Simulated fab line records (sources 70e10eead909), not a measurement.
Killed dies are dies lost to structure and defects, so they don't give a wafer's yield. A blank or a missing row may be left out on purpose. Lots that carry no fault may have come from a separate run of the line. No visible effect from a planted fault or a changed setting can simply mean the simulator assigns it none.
8D (eight disciplines) problem report, filled in by code + flow nand_harc + the parts of the form that need people (team, actions taken, sign-off) are left out

== 1. THE ISSUE ==
Mean of run_length_s at NHARC_A_M1_ETCH_28: 77.3 s across 3 wafers in 2 lots; on wafers with no fault it is 94.2 s (standard deviation 0.4). That is -42 standard deviations from the usual mean.
The step: etches the open film in CF4/N2, target depth 30 nm, time 72.99 s.
First observed at day 25 09:23: wafer L179.2, on rie_diel-10. The record holds 30 wafers of 10 lots with a number at this step. Rule for "out" (also "out of limits"): further than 4 standard deviations from the usual mean. The other wafers with a number count as sound.

== 2. WHAT IT IS AND WHAT IT IS NOT ==
| question                    | is                     | is not                                                                                                         |
|-----------------------------|------------------------|----------------------------------------------------------------------------------------------------------------|
| which readings at this step | run_length_s           | cf4_flow_sccm, drypump_motor_current_A, oes_product_au, rf_vpp_V, showerhead_plenum_p_Torr, throttle_valve_pct |
| which lots                  | L179, L182             | L164, L165, L168, L173, L175, L176, L186, L187                                                                 |
| which wafers of those lots  | L179.2, L182.2, L182.6 | L179.4, L179.5, L182.1                                                                                         |
| read on which tools         | rie_diel-10            | rie_diel-02, rie_diel-13                                                                                       |
| when                        | from day 25 09:23      | up to then (17 sound wafers); but 10 sound wafers of L176, L182, L186, L187 came after                         |

== 3. THE SUSPECTS, EACH WITH WHAT RULES IT OUT ==
Counting: a tool at a process step up to the reading stays a suspect if it ran every lot that is out. Sound lots after the first of them don't rule it out here, since some wafers of a struck lot are sound.
- rie_diel-10 at NHARC_A_M1_STRIP_18 (strips in N2/H2): kept. It processed each lot that is out (first: L179, day 25 09:08); up to then, its last sound lot is L175 (day 25 08:05).
- rie_diel-10 at NHARC_A_M1_ETCH_28 (etches the open film in CF4/N2, target depth 30 nm, time 72.99 s): kept. It processed each lot that is out (first: L179, day 25 09:23); up to then, its last sound lot is L175 (day 25 08:17). Out on those wafers are its own readings of run_length_s.
- rie_diel-10, NHARC_A_M1_ETCH_28: wafers that are out in chamber 3, sound lot-mates in chambers 1, 2.
Left after counting: rie_diel-10 at NHARC_A_M1_STRIP_18, rie_diel-10 at NHARC_A_M1_ETCH_28.

== 4. THE CAUSE (what the simulator had put in) ==
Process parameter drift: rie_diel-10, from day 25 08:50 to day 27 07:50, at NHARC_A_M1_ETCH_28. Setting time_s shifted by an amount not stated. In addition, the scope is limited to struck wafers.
Of the 2 suspects that counting leaves, this tool is one.

== 5. THE EFFECT CHAIN, in route order ==
Each row: a reading whose mean over the struck wafers that have a number lies more than 3 standard deviations from the usual. Only readings whose record carries a usual standard deviation are examined. hours: median over the lots of the time between each lot's start at the first step of this table that gives one and its start at this step. sigmas: the change, counted in usual standard deviations.
| hours | step               | reading      | usual  | on struck wafers | change | sigmas |
|-------|--------------------|--------------|--------|------------------|--------|--------|
| 0     | NHARC_A_M1_ETCH_28 | run_length_s | 94.2 s | 77.3             | -16.9  | -42    |
Its process steps:
- NHARC_A_M1_ETCH_28: etches the open film in CF4/N2, target depth 30 nm, time 72.99 s.
Readings that are blank on the struck wafers while sound wafers have them: bias_w at NHARC_A_M1_ETCH_28.

== 6. HOW IT WOULD HAVE BEEN CAUGHT EARLIER ==
In this record the first reading out of limits was taken at day 25 09:23, 1 hour after the fault began at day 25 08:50.
